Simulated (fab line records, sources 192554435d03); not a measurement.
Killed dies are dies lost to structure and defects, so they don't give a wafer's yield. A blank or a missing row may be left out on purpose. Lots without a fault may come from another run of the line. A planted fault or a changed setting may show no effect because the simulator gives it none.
Chamber matching | flow n5_finfet | N5_BEOL_M9_STRIP_19 on rie_diel-04: 4 sister chambers
The step strips in O2. 16 wafers are shown with their chamber, then 8 later ones without.

WAFERS WITH THEIR CHAMBER
wafer  | chamber | drypump_motor_current_A (A) | showerhead_plenum_p_Torr (Torr) | throttle_valve_pct (%)
L075.1 | 1       | 5.3                         | 2.02                            | 16.57
L075.2 | 2       | 6.2                         | 2.06                            | 16.30
L075.4 | 0       | 5.9                         | 2.01                            | 16.54
L076.1 | 2       | 6.2                         | 2.06                            | 16.29
L076.3 | 3       | 6.4                         | 1.93                            | 16.90
L076.4 | 3       | 6.4                         | 1.93                            | 16.87
L082.2 | 3       | 6.4                         | 1.92                            | 16.89
L082.3 | 0       | 5.9                         | 2.00                            | 16.56
L082.4 | 1       | 5.3                         | 2.02                            | 16.58
L083.1 | 0       | 5.9                         | 2.00                            | 16.55
L083.4 | 2       | 6.3                         | 2.06                            | 16.34
L083.6 | 3       | 6.4                         | 1.92                            | 16.91
L084.3 | 3       | 6.4                         | 1.92                            | 16.91
L084.5 | 0       | 5.9                         | 2.00                            | 16.57
L084.6 | 3       | 6.5                         | 1.92                            | 16.92
L087.1 | 1       | 5.3                         | 2.01                            | 16.60

SIGNATURES (means of the wafers above)
reading                  | chamber 0 | chamber 1 | chamber 2 | chamber 3 | scatter within a chamber
drypump_motor_current_A  | 5.900     | 5.300     | 6.233     | 6.417     | 0.0354
showerhead_plenum_p_Torr | 2.0025    | 2.0167    | 2.0600    | 1.9233    | 0.00479
throttle_valve_pct       | 16.5550   | 16.5833   | 16.3100   | 16.9000   | 0.0182
Rule: a wafer's distance from a chamber is the root of the sum, over the readings, of the square of ((its reading less the chamber's mean) divided by the reading's scatter). The wafer belongs to the nearest chamber; if the next one is less than 2 further off, it can't be placed. The scatter: the root of (the sum of the squares of (reading less its chamber's mean) over the shown wafers, divided by (wafers less chambers)).

WAFERS WITHOUT THEIR CHAMBER
wafer  | drypump_motor_current_A (A) | showerhead_plenum_p_Torr (Torr) | throttle_valve_pct (%)
L087.3 | 6.4                         | 1.92                            | 16.93
L087.6 | 5.9                         | 2.00                            | 16.58
L089.1 | 6.2                         | 2.05                            | 16.35
L089.4 | 5.9                         | 2.00                            | 16.59
L089.6 | 5.3                         | 2.01                            | 16.63
L086.1 | 5.3                         | 2.01                            | 16.60
L086.4 | 5.9                         | 2.00                            | 16.60
L086.5 | 6.4                         | 1.92                            | 16.92

WHICH CHAMBER EACH WENT THROUGH
wafer  | from the rows above | in truth
L087.3 | 3                   | 3
L087.6 | 0                   | 0
L089.1 | 2                   | 2
L089.4 | 0                   | 0
L089.6 | 1                   | 1
L086.1 | 1                   | 1
L086.4 | 0                   | 0
L086.5 | 3                   | 3
Placed correctly: 8 of 8. Can't be placed from these rows: 0. Placed wrongly: 0.
